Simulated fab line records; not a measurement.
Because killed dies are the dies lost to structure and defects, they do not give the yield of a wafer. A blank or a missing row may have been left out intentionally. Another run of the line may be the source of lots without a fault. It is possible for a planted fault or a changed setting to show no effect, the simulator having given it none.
Struck lot and sound lot, side by side :: flow nandHarc :: 14 out of 1302 route steps
Sound: the wafers L109.1, L109.2, L109.3. Wafers struck: L111.3, L111.5, L111.6. At the end, the cause is stated.
For every step that has rows: the tool of each side, followed by ch and its chambers, followed by its first start. Under that, the readings that differ: sound wafers :: struck wafers :: difference of the means :: sigmas: that difference in standard deviations of wafers without a fault.
alike: readings whose means differ by less than 2 such deviations, and words and numbers that are the same on both sides. not compared: withheld readings, readings that some wafer has no value for, bounds like >300 that may hide the same value, and numbers for which the record gives no deviation and whose values overlap.
A row with sigmas, a row that says differs or no value, or rows on one side alone: a step with any of these is where the two part. Numbers that have no deviation but don't overlap get no sigmas and don't part them. A reading missing from all wafers of one side parts the sides only when that side holds two or more wafers.

NHARC_P_CONTACT_INSPECT_14:
  sound: defectInspect-01 at day 8 22:08; struck: defectInspect-01 at day 9 23:04
  alike: rawDefectCount
NHARC_P_CONTACT_DESCUM_17: chemistry O2, time 3 s.
  sound on rieDiel-06 ch 0,2,3, day 8 22:11; struck on rieDiel-02 ch 0,1, day 9 23:08
  alike: drypumpMotorCurrentA, oesProductAu, rfVppV, showerheadPlenumPTorr, throttleValvePct
  not compared: rfHoursCounterH
then, 1 step without rows for these wafers: NHARC_P_CONTACT_ETCH_35 (etches the open film in CF4, target depth 39 nm, time 65 s).
NHARC_P_CONTACT_ETCH_36: etches the open film in N2/H2, target depth 260 nm, time 406.25 s.
  sound on rieDiel-06 ch 0,2,3; struck on rieDiel-02 ch 0,1
  alike: drypumpMotorCurrentA, n2FlowSccm, oesProductAu, rfVppV, showerheadPlenumPTorr, throttleValvePct
  not compared: rfHoursCounterH
NHARC_P_CONTACT_ETCH_18: etches the open film in C4F8/O2/Ar, target depth 481 nm, time 240.5 s.
  sound on rieDiel-06 ch 0,1,3; struck on rieDiel-02 ch 0,1
  alike: oesProductAu, rfVppV
  not compared: rfHoursCounterH
then, 1 step without rows for these wafers: NHARC_P_CONTACT_STRIP_37 (strips in C4F8/O2/Ar).
NHARC_P_CONTACT_ETCH_31: etches the open film in CH3F/O2, target depth 30 nm, time 85.7 s.
  sound on rieDiel-06 ch 0,1,3; struck on rieDiel-02 ch 0,1
  alike: drypumpMotorCurrentA, oesProductAu, rfVppV, showerheadPlenumPTorr, throttleValvePct
  not compared: rfHoursCounterH
NHARC_P_CONTACT_CD_MEAS_19:
  sound: cdSem-03 at day 8 23:04; struck: cdSem-02 at day 10 00:01
  alike: cdNm
then, 2 steps without rows for these wafers: NHARC_P_CONTACT_STRIP_28 (strips in O2); NHARC_P_CONTACT_STRIP_29 (strips in post etch residue remover, time 1200 s).
NHARC_P_CONTACT_DEGAS_38: time 60 s.
  sound: pvdSputter-02 at day 8 23:49; struck: pvdSputter-03 at day 10 00:43
  alike: heaterPowerW, susceptorTempC
then, 1 step without rows for these wafers: NHARC_P_CONTACT_PRE_CLEAN_39 (time 19.5 s).
NHARC_P_CONTACT_PVD_32: deposits Ti, target thk 5 nm, time 17.7 s.
  sound: pvdSputter-02 at day 8 23:56; struck: pvdSputter-03 at day 10 00:51
  no value came back on the struck wafers for cathodeDcPowerW (W), chamberPressurePa (Pa), throttleValvePct (%); on the sound wafers cathodeDcPowerW (W) reads 4999.4 4999.7 5000.5
then, 1 step without rows for these wafers: NHARC_P_CONTACT_ALD_22 (deposits TiN, target thk 3 nm, pulse time 1 s, ald cycles 150).

== WHERE THEY PART ==
Only at NHARC_P_CONTACT_PVD_32, as far as this record shows.

WHY: whatever the simulator had introduced
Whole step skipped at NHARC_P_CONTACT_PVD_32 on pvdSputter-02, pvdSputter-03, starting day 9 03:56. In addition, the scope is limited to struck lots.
